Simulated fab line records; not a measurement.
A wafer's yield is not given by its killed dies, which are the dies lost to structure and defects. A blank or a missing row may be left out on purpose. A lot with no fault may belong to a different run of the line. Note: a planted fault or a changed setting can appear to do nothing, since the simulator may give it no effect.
Code-filled problem report in 8D (eight disciplines) form -- flow nand-harc -- the parts of the form that need people (team, actions taken, sign-off) are left out

== 1. THE ISSUE ==
A mean of 94.4 % is read at NHARC_END_SORT_01 for sort_bin_2_pct, taken on 1 wafer of 1 lot, against 1.3 % (standard deviation 0.63) on wafers free of any fault. That is +99 or more standard deviations from the usual mean.
Seen first at day 22 08:18 on prober-02, wafer L544.2. The record holds 24 wafers of 8 lots with a number at this step. Rule for "out" (also "out of limits"): further than 4 standard deviations from the usual mean. The rest of the wafers with a number are treated as sound.

== 2. WHAT IT IS, WHAT IT ISN'T ==
question,is,is not
which readings at this step,"sort_bin_2_pct, defect-limited-yield, killed-at-array, killed-dies, sort-n-pass, sort-rim-yield-pct, sort-yield-pct","killed-at-other, killed-open, killed-short, sort_bin_3_pct, sort_bin_4_pct"
which lots,L544,"L533, L534, L535, L540, L541, L545, L554"
which wafers of those lots,L544.2,"L544.1, L544.3"
read on which gauges,prober-02,prober-01
when,from day 22 08:18,"up to then (19 sound wafers); but 4 sound wafers of L544, L554 came after"

== 3. THE SUSPECTS, EACH WITH WHAT RULES IT OUT ==
Counting: any tool at a process step up to the reading remains a suspect provided it ran every lot that is out. Sound lots after the first of them don't rule it out here, since some wafers of a struck lot are sound.
- the gauge at NHARC_END_SORT_01: kept. All the wafers that are out were read on prober-02, and no step on other tools shows them out.
- pvd-sputter-01 at NHARC_A_M0_PVD_21 (deposits Cu, target thk 30 nm, time 20.49 s): kept. It processed L544, the lot that is out, at day 20 16:01, and its most recent sound lot before then was L545 at day 19 23:26.
- rie-diel-10 at NHARC_THIN_TSV_DESCUM_14 (chemistry O2, time 3 s): kept. It processed L544, the lot that is out, at day 21 18:15, and its most recent sound lot before then was L541 at day 20 21:59.
- plasma-asher-02 at NHARC_THIN_TSV_STRIP_62 (strips in N2/H2, time 20 s): kept. It processed L544, the lot that is out, at day 21 20:44, and its most recent sound lot before then was L545 at day 21 03:05.
Left after counting: pvd-sputter-01 at NHARC_A_M0_PVD_21, rie-diel-10 at NHARC_THIN_TSV_DESCUM_14, plasma-asher-02 at NHARC_THIN_TSV_STRIP_62, prober-02 at NHARC_END_SORT_01.

== 4. THE CAUSE (what the simulator had put in) ==
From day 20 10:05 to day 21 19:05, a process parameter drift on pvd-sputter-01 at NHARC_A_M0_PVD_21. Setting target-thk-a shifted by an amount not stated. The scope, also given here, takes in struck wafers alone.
This tool is one of the 4 suspects left after counting.

== 5. SEQUENCE OF EFFECTS, ordered by route ==
One row per reading whose mean, taken over the struck wafers that have a number, lies over 3 standard deviations from the usual. Only readings whose record carries a usual standard deviation are examined. hours: median over the lots of the time between each lot's start at the first step of this table that gives one and its start at this step. sigmas: the change, counted in usual standard deviations.
hours,step,reading,usual,on struck wafers,change,sigmas
0,NHARC_END_SORT_01,defect-limited-yield,95.6 %,0.6,-95.0,-59
0,NHARC_END_SORT_01,killed-at-array,26,663,+637,+64
0,NHARC_END_SORT_01,killed-dies,29,673,+644,+59
0,NHARC_END_SORT_01,sort_bin_2_pct,1.3 %,94.4,+93.1,+99 or more
0,NHARC_END_SORT_01,sort-n-pass,648,4,-644,-59
0,NHARC_END_SORT_01,sort-rim-yield-pct,96.5 %,0.9,-95.6,-37
0,NHARC_END_SORT_01,sort-yield-pct,95.6 %,0.6,-95.0,-59

== 6. HOW IT WOULD HAVE BEEN CAUGHT EARLIER ==
46 hours passed between the start of the fault at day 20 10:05 and the first reading out of limits at a measuring or inspecting step in this record, taken at day 22 08:18.
Tool readings at NHARC_A_M0_PVD_21 with a usual standard deviation given in the record: none out on any struck wafer, hence no alarm at a limit of 4 standard deviations on them.
Lots out: 1; all had begun NHARC_A_M0_PVD_21 on pvd-sputter-01 by day 22 08:18. Tool hold at that time: it would have spared none of them.
